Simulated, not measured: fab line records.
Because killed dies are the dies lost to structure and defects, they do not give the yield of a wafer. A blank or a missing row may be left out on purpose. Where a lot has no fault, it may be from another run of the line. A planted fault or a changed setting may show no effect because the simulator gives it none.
Matching of chambers || flow nand_harc || rie_diel-06 running NHARC_A_BONDPAD_STRIP_15: 4 sister chambers
The step strips in O2. 8 wafers are shown with their chamber, then 9 later ones without.

WAFERS PAIRED WITH THEIR CHAMBERS
{"wafer": "L550.3", "chamber": 3, "oes_product_au (a.u.)": 1.000, "throttle_valve_pct (%)": 17.036}
{"wafer": "L552.5", "chamber": 1, "oes_product_au (a.u.)": 1.017, "throttle_valve_pct (%)": 17.043}
{"wafer": "L552.6", "chamber": 2, "oes_product_au (a.u.)": 0.970, "throttle_valve_pct (%)": 17.039}
{"wafer": "L551.4", "chamber": 1, "oes_product_au (a.u.)": 1.019, "throttle_valve_pct (%)": 17.033}
{"wafer": "L551.5", "chamber": 0, "oes_product_au (a.u.)": 0.978, "throttle_valve_pct (%)": 17.033}
{"wafer": "L553.2", "chamber": 3, "oes_product_au (a.u.)": 0.991, "throttle_valve_pct (%)": 17.033}
{"wafer": "L553.3", "chamber": 2, "oes_product_au (a.u.)": 0.994, "throttle_valve_pct (%)": 17.030}
{"wafer": "L553.4", "chamber": 0, "oes_product_au (a.u.)": 0.993, "throttle_valve_pct (%)": 17.044}

WAFERS MISSING THEIR CHAMBER
{"wafer": "L556.1", "oes_product_au (a.u.)": 0.994, "throttle_valve_pct (%)": 17.033}
{"wafer": "L556.3", "oes_product_au (a.u.)": 0.991, "throttle_valve_pct (%)": 17.034}
{"wafer": "L556.6", "oes_product_au (a.u.)": 0.990, "throttle_valve_pct (%)": 17.060}
{"wafer": "L561.2", "oes_product_au (a.u.)": 1.008, "throttle_valve_pct (%)": 17.030}
{"wafer": "L561.4", "oes_product_au (a.u.)": 0.989, "throttle_valve_pct (%)": 17.053}
{"wafer": "L561.5", "oes_product_au (a.u.)": 1.001, "throttle_valve_pct (%)": 17.046}
{"wafer": "L564.1", "oes_product_au (a.u.)": 1.001, "throttle_valve_pct (%)": 17.028}
{"wafer": "L564.3", "oes_product_au (a.u.)": 0.981, "throttle_valve_pct (%)": 17.037}
{"wafer": "L564.5", "oes_product_au (a.u.)": 0.987, "throttle_valve_pct (%)": 17.039}

EACH ONE'S CHAMBER
{"wafer": "L556.1", "from the rows above": "can't be placed: 3 or 2 or 0", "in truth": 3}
{"wafer": "L556.3", "from the rows above": "can't be placed: 3 or 2 or 0", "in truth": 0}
{"wafer": "L556.6", "from the rows above": "can't be placed: 0 or 3 or 2 or 1", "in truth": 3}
{"wafer": "L561.2", "from the rows above": "can't be placed: 3 or 1 or 0 or 2", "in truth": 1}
{"wafer": "L561.4", "from the rows above": "can't be placed: 0 or 3 or 2 or 1", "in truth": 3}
{"wafer": "L561.5", "from the rows above": "can't be placed: 0 or 3 or 1 or 2", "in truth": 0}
{"wafer": "L564.1", "from the rows above": "can't be placed: 3 or 2 or 0 or 1", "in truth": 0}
{"wafer": "L564.3", "from the rows above": "can't be placed: 2 or 0 or 3", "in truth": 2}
{"wafer": "L564.5", "from the rows above": "can't be placed: 0 or 2 or 3", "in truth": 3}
Correctly placed: 0 of 9. These rows do not allow placing 9 (true chamber among the candidates in 9). Number placed wrongly: 0.
How it was worked out, from the rows above alone: a wafer's distance from a chamber is the root of the sum, over the readings, of the square of ((its reading less the chamber's mean) divided by the reading's scatter). The wafer belongs to the nearest chamber; if the next one is less than 2 further off, it can't be placed. For every chamber, the mean is computed from those of its wafers that are shown. The scatter: the root of (the sum of the squares of (reading less its chamber's mean) over the shown wafers, divided by (wafers less chambers)).
